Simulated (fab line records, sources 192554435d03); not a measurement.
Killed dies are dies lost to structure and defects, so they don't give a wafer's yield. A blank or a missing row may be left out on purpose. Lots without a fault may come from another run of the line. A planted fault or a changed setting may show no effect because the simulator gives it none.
Which tool did it? | flow n5_finfet | 8 lots, 24 wafers sampled, at 8 steps of a route of 1938

WHAT THE GAUGES READ, wafer by wafer
N5_MOL_CONTACT_COAG_CD_MEAS_101: target cd 16 nm. Usual: cd_nm 15.8 nm, standard deviation 0.39.
lot  | measured    | on        | cd_nm (nm)     | flag
L664 | day 5 19:56 | cd_sem-02 | 15.9 15.4 16.2 |
L668 | day 6 11:56 | cd_sem-02 | 15.3 16.1 15.9 |
L670 | day 6 21:32 | cd_sem-03 | 15.2 15.5 15.1 |
L669 | day 7 05:44 | cd_sem-01 | 16.2 15.5 15.8 |
L672 | day 7 16:48 | cd_sem-03 | 15.4 16.1 14.9 |
L675 | day 8 07:10 | cd_sem-01 | 15.9 16.1 15.9 |
L679 | day 9 05:34 | cd_sem-03 | 15.9 15.8 15.6 |
L680 | day 9 15:49 | cd_sem-02 | 14.7 15.7 15.6 |

N5_BEOL_M0_SAQP_THK_MEAS_05. Usual: thk_nm 60.3 nm, standard deviation 1.
lot  | measured    | on            | thk_nm (nm)      | flag
L664 | day 6 02:34 | film_metro-02 | 60.5 61.6 61.7   |
L668 | day 6 20:39 | film_metro-01 | 60.7 61.4 60.8   |
L670 | day 7 04:16 | film_metro-02 | 60.9 58.6 60.0   |
L669 | day 7 10:43 | film_metro-02 | 61.3 61.4 61.2   |
L672 | day 7 21:41 | film_metro-01 | 59.7 60.8 61.1   |
L675 | day 8 11:43 | film_metro-01 | 59.1 61.5 62.2   |
L679 | day 9 11:08 | film_metro-02 | 61.3 113.0 113.3 | OFF
L680 | day 9 21:35 | film_metro-01 | 111.1 59.8 112.7 | OFF

N5_BEOL_M0_SAQP_INSPECT_42: inspects for defects (brightfield). Usual: raw_defect_count 312, standard deviation 78.
lot  | measured     | on                | raw_defect_count | flag
L664 | day 6 06:59  | defect_inspect-01 | 190 321 307      |
L668 | day 7 01:52  | defect_inspect-01 | 220 234 236      |
L670 | day 7 08:42  | defect_inspect-02 | 239 333 211      |
L669 | day 7 15:28  | defect_inspect-01 | 227 246 230      |
L672 | day 8 02:19  | defect_inspect-02 | 365 227 200      |
L675 | day 8 16:55  | defect_inspect-01 | 198 287 253      |
L679 | day 9 16:03  | defect_inspect-02 | 389 2207 2013    | OFF
L680 | day 10 02:14 | defect_inspect-02 | 2168 321 1983    | OFF

N5_BEOL_M4_RC_MEAS_101. Usual: DIBL_N 37.3 mV/V, standard deviation 2.3; DIBL_P 37.4 mV/V, standard deviation 2.9; IOFF_N 0.18 nA/um, standard deviation 0.045; IOFF_P 0.25 nA/um, standard deviation 0.054; ION_N 679 uA/um, standard deviation 15; ION_P 468 uA/um, standard deviation 9.7; SS_N 71.8 mV/dec, standard deviation 0.62; SS_P 73.6 mV/dec, standard deviation 0.76; VT_N 248 mV, standard deviation 4.1; VT_P -248 mV, standard deviation 3.6.
lot  | measured     | on        | DIBL_N (mV/V)  | DIBL_P (mV/V)  | IOFF_N (nA/um) | IOFF_P (nA/um) | ION_N (uA/um) | ION_P (uA/um) | SS_N (mV/dec)  | SS_P (mV/dec)  | VT_N (mV)   | VT_P (mV)      | flag
L664 | day 8 14:34  | prober-01 | 36.8 36.2 37.5 | 37.7 35.5 37.9 | 0.16 0.14 0.17 | 0.26 0.24 0.28 | 687 669 689   | 483 466 482   | 72.0 71.4 71.9 | 74.3 73.4 73.8 | 247 251 246 | -246 -245 -246 |
L668 | day 9 03:22  | prober-02 | 39.0 40.6 37.3 | 39.4 43.2 38.2 | 0.20 0.26 0.17 | 0.25 0.31 0.22 | 681 693 698   | 464 473 469   | 71.6 72.8 72.0 | 74.0 74.9 73.0 | 247 243 248 | -249 -248 -251 |
L670 | day 9 07:28  | prober-01 | 35.1 37.2 37.0 | 35.3 38.0 37.3 | 0.15 0.19 0.19 | 0.22 0.27 0.26 | 687 687 687   | 473 472 470   | 71.1 72.2 71.5 | 73.1 73.1 73.8 | 246 245 245 | -248 -245 -247 |
L669 | day 9 22:19  | prober-02 | 34.8 36.0 33.0 | 33.3 36.1 31.3 | 0.13 0.16 0.11 | 0.20 0.25 0.18 | 670 673 672   | 466 460 465   | 70.5 71.8 70.0 | 74.2 74.5 73.2 | 250 247 253 | -251 -249 -251 |
L672 | day 10 02:01 | prober-02 | 39.1 38.3 41.6 | 39.9 37.7 44.0 | 0.21 0.19 0.27 | 0.28 0.24 0.34 | 685 680 706   | 467 461 480   | 71.8 71.5 73.0 | 74.1 72.9 75.6 | 245 248 244 | -247 -249 -245 |
L675 | day 11 02:35 | prober-02 | 39.9 41.4 40.8 | 41.3 42.9 42.1 | 0.23 0.26 0.24 | 0.32 0.39 0.35 | 704 688 692   | 487 475 484   | 72.3 72.9 71.7 | 74.4 74.6 74.7 | 243 241 241 | -244 -241 -241 |
L679 | day 12 05:07 | prober-02 | 33.5           | 34.4           | 0.14           | 0.20           | 669           | 463           | 70.6           | 73.1           | 251         | -249           |
L680 | day 12 07:08 | prober-01 | 36.5           | 37.6           | 0.18           | 0.25           | 695           | 473           | 71.3           | 74.1           | 248         | -246           |

WHICH TOOL RAN EACH LOT (tool, then ch and the chambers of the sampled wafers, then the start)
lot  | N5_MOL_CONTACT_COAG_ETCH_65       | N5_MOL_CONTACT_COAG_STRIP_49        | N5_BEOL_M0_SAQP_PECVD_04       | N5_BEOL_M0_SAQP_MANDREL_ETCH_20
L664 | rie_diel-04 ch 0,1, day 5 19:08   | plasma_asher-01 ch 0,1, day 5 19:47 | pecvd-03 ch 0,1, day 6 02:26   | rie_si-04 ch 1,2, day 6 03:25
L668 | rie_diel-04 ch 1,2, day 6 10:53   | plasma_asher-02 ch 0,1, day 6 11:46 | pecvd-04 ch 0,1,2, day 6 20:33 | rie_si-04 ch 0,1,2, day 6 21:31
L670 | rie_diel-04 ch 2,3, day 6 20:27   | plasma_asher-02 ch 0, day 6 21:23   | pecvd-03 ch 0,1, day 7 04:11   | rie_si-06 ch 0,2,3, day 7 05:01
L669 | rie_diel-02 ch 1,2,3, day 7 04:33 | plasma_asher-02 ch 0,1, day 7 05:36 | pecvd-04 ch 1,2, day 7 10:37   | rie_si-06 ch 2,3, day 7 11:26
L672 | rie_diel-04 ch 1,2,3, day 7 16:01 | plasma_asher-02 ch 0,1, day 7 16:40 | pecvd-04 ch 0,2, day 7 21:35   | rie_si-01 ch 1,2, day 7 22:31
L675 | rie_diel-06 ch 0,1,3, day 8 06:22 | plasma_asher-01 ch 0, day 8 07:01   | pecvd-03 ch 0,1,2, day 8 11:37 | rie_si-01 ch 0,2,3, day 8 12:33
L679 | rie_diel-04 ch 0,2,3, day 9 04:46 | plasma_asher-01 ch 0,1, day 9 05:26 | pecvd-04 ch 0,1,2, day 9 11:04 | rie_si-01 ch 1,2, day 9 11:51
L680 | rie_diel-04 ch 1,2,3, day 9 14:44 | plasma_asher-01 ch 1, day 9 15:40   | pecvd-04 ch 1,2, day 9 21:28   | rie_si-04 ch 1,2,3, day 9 22:26
- N5_MOL_CONTACT_COAG_ETCH_65: etches underlayer in N2/H2, target depth 13 nm, time 10.4 s.
- N5_MOL_CONTACT_COAG_STRIP_49: strips in N2/H2, time 30 s.
- N5_BEOL_M0_SAQP_PECVD_04: deposits a-Si from SiH4/He, target thk 60 nm, time 60.2 s.
- N5_BEOL_M0_SAQP_MANDREL_ETCH_20: etches a-Si in HBr/Cl2, stops on SiNx, target depth 60 nm, bt time 10 s, time 30 s.

WHAT THE TOOLS THEMSELVES READ (means of the sampled wafers that have a number; where no wafer has one, the mark that the record gives instead)
N5_MOL_CONTACT_COAG_ETCH_65. Usual: drypump_motor_current_A 5.7 A, standard deviation 0.39; etch_rf_on_time_s 10.4 s, standard deviation 0.34; oes_product_au 0.66 a.u., standard deviation 0.067; rf_vpp_V 522.8 V, standard deviation 2.1; showerhead_plenum_p_Torr 2.51 Torr, standard deviation 0.077; throttle_valve_pct 17.88 %, standard deviation 0.29.
lot  | tool        | drypump_motor_current_A (A) | etch_rf_on_time_s (s) | oes_product_au (a.u.) | rf_vpp_V (V) | showerhead_plenum_p_Torr (Torr) | throttle_valve_pct (%) | flag
L664 | rie_diel-04 | 5.8                         | 10.3                  | 0.64                  | 524.4        | 2.58                            | 18.06                  |
L668 | rie_diel-04 | 5.7                         | 10.5                  | 0.62                  | 522.3        | 2.49                            | 17.91                  |
L670 | rie_diel-04 | 5.7                         | 10.1                  | 0.66                  | 521.6        | 2.45                            | 17.54                  |
L669 | rie_diel-02 | 5.2                         | 10.3                  | 0.67                  | 522.9        | 2.52                            | 17.85                  |
L672 | rie_diel-04 | 5.5                         | 10.3                  | 0.64                  | 521.9        | 2.46                            | 17.85                  |
L675 | rie_diel-06 | 5.8                         | 10.4                  | 0.69                  | 521.7        | 2.49                            | 17.94                  |
L679 | rie_diel-04 | 5.9                         | 10.3                  | 0.62                  | 524.1        | 2.51                            | 17.72                  |
L680 | rie_diel-04 | 5.5                         | 10.2                  | 0.64                  | 521.1        | 2.45                            | 17.89                  |

N5_MOL_CONTACT_COAG_STRIP_49. Usual: drypump_motor_current_A 5.7 A, standard deviation 0.45; heater_power_w 332 W, standard deviation 9.4.
lot  | tool            | drypump_motor_current_A (A) | heater_power_w (W) | flag
L664 | plasma_asher-01 | 5.4                         | 330                |
L668 | plasma_asher-02 | 6.2                         | 335                |
L670 | plasma_asher-02 | 6.4                         | 334                |
L669 | plasma_asher-02 | 6.2                         | 329                |
L672 | plasma_asher-02 | 6.2                         | 331                |
L675 | plasma_asher-01 | 5.4                         | 324                |
L679 | plasma_asher-01 | 5.3                         | 340                |
L680 | plasma_asher-01 | 5.3                         | 350                |

N5_BEOL_M0_SAQP_PECVD_04. Usual: heater_power_w 568 W, standard deviation 48; showerhead_plenum_p_Torr 5.67 Torr, standard deviation 0.057; throttle_valve_pct 18.0 %, standard deviation 1.3.
lot  | tool     | heater_power_w (W) | showerhead_plenum_p_Torr (Torr) | throttle_valve_pct (%) | flag
L664 | pecvd-03 | 540                | 5.62                            | 18.0                   |
L668 | pecvd-04 | 584                | 5.68                            | 17.7                   |
L670 | pecvd-03 | 505                | 5.68                            | 19.4                   |
L669 | pecvd-04 | 559                | 5.69                            | 18.1                   |
L672 | pecvd-04 | 573                | 5.66                            | 17.7                   |
L675 | pecvd-03 | 547                | 5.65                            | 18.0                   |
L679 | pecvd-04 | 587                | 5.67                            | 17.7                   |
L680 | pecvd-04 | 524                | 5.69                            | 18.3                   |

N5_BEOL_M0_SAQP_MANDREL_ETCH_20. Usual: drypump_motor_current_A 5.7 A, standard deviation 0.43; oes_product_au 0.781 a.u., standard deviation 0.014; throttle_valve_pct 35.5 %, standard deviation 0.34.
lot  | tool      | drypump_motor_current_A (A) | oes_product_au (a.u.) | throttle_valve_pct (%) | flag
L664 | rie_si-04 | 5.1                         | 0.794                 | 35.7                   |
L668 | rie_si-04 | 5.3                         | 0.785                 | 35.5                   |
L670 | rie_si-06 | 5.6                         | 0.771                 | 35.6                   |
L669 | rie_si-06 | 5.4                         | 0.772                 | 35.5                   |
L672 | rie_si-01 | 5.8                         | 0.790                 | 35.2                   |
L675 | rie_si-01 | 5.9                         | 0.790                 | 35.5                   |
L679 | rie_si-01 | 5.9                         | 0.949                 | 35.0                   | OFF
L680 | rie_si-04 | 5.5                         | 0.943                 | 35.3                   | OFF

THE ANSWER, worked out from the rows above alone
Rule: a lot is off if the mean of its wafers that have a number lies more than 3 standard deviations from the usual mean. A lot without any number at a reading at which 4 lots or more have one is off too. The other lots that the step has rows for count as sound. The gauges are gone through in route order, then the tools' own readings, and for those a lot's mean is taken as printed above. The first step at which some lot is off is used, and at that step the reading that is off furthest; a lot without a number counts as furthest.
Off: L679, L680, at N5_BEOL_M0_SAQP_THK_MEAS_05 (thk_nm).
A tool fits if, at a process step before that reading, it ran every lot that is off, and no sound lot after the first of them. The gauges at N5_BEOL_M0_SAQP_THK_MEAS_05 aren't tried: what is off there is off at N5_BEOL_M0_SAQP_INSPECT_42 too, on other tools, and a gauge's error can't cause that. Can't be told from this: 3 tools fit, rie_diel-04 at N5_MOL_CONTACT_COAG_ETCH_65, plasma_asher-01 at N5_MOL_CONTACT_COAG_STRIP_49, pecvd-04 at N5_BEOL_M0_SAQP_PECVD_04.

WHAT THE SIMULATOR HAD PUT IN
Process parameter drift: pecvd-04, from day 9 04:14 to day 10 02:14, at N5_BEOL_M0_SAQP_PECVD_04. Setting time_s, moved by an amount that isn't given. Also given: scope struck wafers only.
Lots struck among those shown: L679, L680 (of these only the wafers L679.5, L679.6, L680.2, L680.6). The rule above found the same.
